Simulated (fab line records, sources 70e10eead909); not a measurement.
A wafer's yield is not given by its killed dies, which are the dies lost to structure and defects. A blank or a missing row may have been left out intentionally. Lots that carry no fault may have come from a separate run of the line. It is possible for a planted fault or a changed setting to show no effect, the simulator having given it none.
One fault seen from 2 desks -- flow nand harc -- each desk holds nothing but its own numbers, with what lay behind them at the end

## FROM THE METROLOGY DESK
Means of the sampled wafers that have a number, per lot and without regard to the tool the lot ran on: this is what the gauges read. Any lot whose mean is over 4 standard deviations away from the usual mean is out of limits and marked OUT; that distance is given in the brackets.
Columns: A = thk nm at NHARC_A_DECK1_JOINT_THK_MEAS_14, usual 51.1 nm; B = thk nm at NHARC_A_ONON_D2_THK_MEAS_02, usual 997 nm
lot,first seen here,A,B
L498,day 11 12:04,52.8,989
L499,day 11 12:04,49.9,1003
L503,day 13 05:07,49.9,987
L504,day 14 02:02,49.6,996
L505,day 14 14:50,51.3,999
L506,day 14 21:19,51.2,982
L507,day 14 21:19,50.3,1010
L509,day 16 05:14,50.0,998
L510,day 16 05:14,51.6,1195 (+22) OUT
L511,day 16 13:46,51.2,1177 (+20) OUT
L518,day 19 18:55,52.2,995
L519,day 19 22:44,52.0,1005
L520,day 20 11:19,52.2,996
This desk finds L510, L511 out of limits, L510 being first, at day 17 08:04 (thk nm at NHARC_A_ONON_D2_THK_MEAS_02). In limits: L498, L499, L503, L504, L505, L506, L507, L509, L518, L519, L520.

## FOR THE TOOL OWNER'S DESK: pecvd onon-01
The tool's own readings at NHARC_A_ONON_D2_DEP_00 (target thk 1000 nm): means of the sampled wafers that have a number, for each lot that ran on this tool. Any lot whose mean is over 4 standard deviations away from the usual mean is out of limits and marked OUT; that distance is given in the brackets.
Columns: A = n2 flow sccm at NHARC_A_ONON_D2_DEP_00, usual 2750 sccm; B = n2o flow sccm at NHARC_A_ONON_D2_DEP_00, usual 2000 sccm
lot,first seen here,A,B
L503,day 14 15:51,2750,1997
L504,day 15 01:02,2750,2002
L506,day 15 18:04,2756,1999
L510,day 17 07:40,2748,2001
L511,day 17 14:29,2747,2001
L518,day 20 20:17,2751,2008
L520,day 21 19:31,2756,1998
This desk found nothing out of limits on any of the 7 lots.

## BROUGHT TOGETHER
The metrology desk could have raised an alarm at day 17 08:04, on L510, L511.
The desk of the tool owner found nothing out of limits.
The tool owner's desk has L510, L511 on record, within its limits.
Of the lots named, all ran NHARC_A_ONON_D2_DEP_00 on pecvd onon-01.

## WHAT WAS PUT IN BY THE SIMULATOR
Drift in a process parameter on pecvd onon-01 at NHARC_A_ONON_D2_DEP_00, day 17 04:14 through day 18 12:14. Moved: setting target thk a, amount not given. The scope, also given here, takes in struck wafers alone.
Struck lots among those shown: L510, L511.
Per desk, hours elapsed from the start of the fault to the first reading out of limits: for the metrology desk, 4.
